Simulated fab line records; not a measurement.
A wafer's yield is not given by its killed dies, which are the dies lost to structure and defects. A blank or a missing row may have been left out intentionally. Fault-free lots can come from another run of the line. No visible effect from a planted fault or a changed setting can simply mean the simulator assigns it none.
Problem report, 8D (eight disciplines) form, completed by code    flow nand harc    the parts of the form that need people (team, actions taken, sign-off) are left out

## 1. WHAT WENT WRONG
Mean of raw defect count at NHARC_A_CHANNEL_HOLE_D1_INSPECT_40: 434 across 6 wafers in 2 lots; on wafers with no fault it is 71 (standard deviation 25). That is +15 standard deviations from the usual mean.
First observed at day 15 06:38: wafer L973.1, on defect inspect-01. The record has a number at this step for 30 wafers belonging to 10 lots. Rule for "out", or "out of limits": more than 4 standard deviations from the usual mean. All remaining wafers that have a number are taken as sound.

## 2. WHAT IT IS AND WHAT IT IS NOT
question                     is                                    is not
which readings at this step  raw defect count                      -
which lots                   L973, L974                            L959, L960, L961, L963, L964, L976, L979, L981
which wafers of those lots   all that have a number                -
read on which gauges         defect inspect-01, defect inspect-02  -
when                         from day 15 06:38                     up to then (15 sound wafers); but 9 sound wafers of L976, L979, L981 came after

## 3. WHAT RULES OUT EACH SUSPECT
Counting: a tool at any process step up to the reading remains a suspect when it ran all the lots that are out and ran no sound lot after the first of those.
- the gauge at NHARC_A_CHANNEL_HOLE_D1_INSPECT_40: ruled out. 2 gauges (defect inspect-01, defect inspect-02) read the wafers that are out.
- har etch-01 at NHARC_A_CHANNEL_HOLE_D1_ETCH_19 (etches the open film in C4F8/O2/Ar, time 34.5 s): ruled out as a lasting fault. Sound lots L981 ran on it after its first lot that is out, L973 (day 15 00:55).
- har etch-01 at NHARC_A_CHANNEL_HOLE_D1_ETCH_22 (etches the open film in C4F8/O2/Ar, time 666.7 s, target depth 1600 nm): ruled out as a lasting fault. Sound lots L981 ran on it after its first lot that is out, L973 (day 15 01:47).
- har etch-01 at NHARC_A_CHANNEL_HOLE_D1_ETCH_26 (etches the open film in C4F8/O2/Ar, time 224.1 s, target depth 300 nm): ruled out as a lasting fault. Sound lots L981 ran on it after its first lot that is out, L973 (day 15 04:42).
Left after counting: nothing in the record.

## 4. THE CAUSE (what the simulator had put in)
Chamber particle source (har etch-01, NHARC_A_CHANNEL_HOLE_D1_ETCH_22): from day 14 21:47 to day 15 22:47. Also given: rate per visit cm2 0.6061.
It was ruled out by counting, in error; the rule expects a fault to strike all lots run on its tool from its start on, and this fault did not.

## 5. THE EFFECT CHAIN, in route order
Rows list readings where the struck wafers' mean (over those with a number) sits beyond 3 standard deviations from the usual. Only readings for which the record gives a usual standard deviation are gone through. hours: the time from each lot's start at the first step in this table that gives one to its start at this step, as a median over the lots. sigmas: the change in usual standard deviations.
hours  step                                reading           usual  on struck wafers  change  sigmas
0      NHARC_A_CHANNEL_HOLE_D1_INSPECT_40  raw defect count  71     434               +363    +15
Later steps that measure or inspect, where all struck wafers having a row at the step show a number for every such reading and not one has moved that far: NHARC_END_SORT_01.

## 6. WHAT WOULD HAVE CAUGHT IT SOONER
In this record the first reading out of limits at a measuring or inspecting step was taken at day 15 06:38, 9 hours after the fault began at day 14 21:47.
An alarm limit of 4 standard deviations would not have fired on the tool readings at NHARC_A_CHANNEL_HOLE_D1_ETCH_22 for which the record gives a usual standard deviation, since none of them was out on any struck wafer.
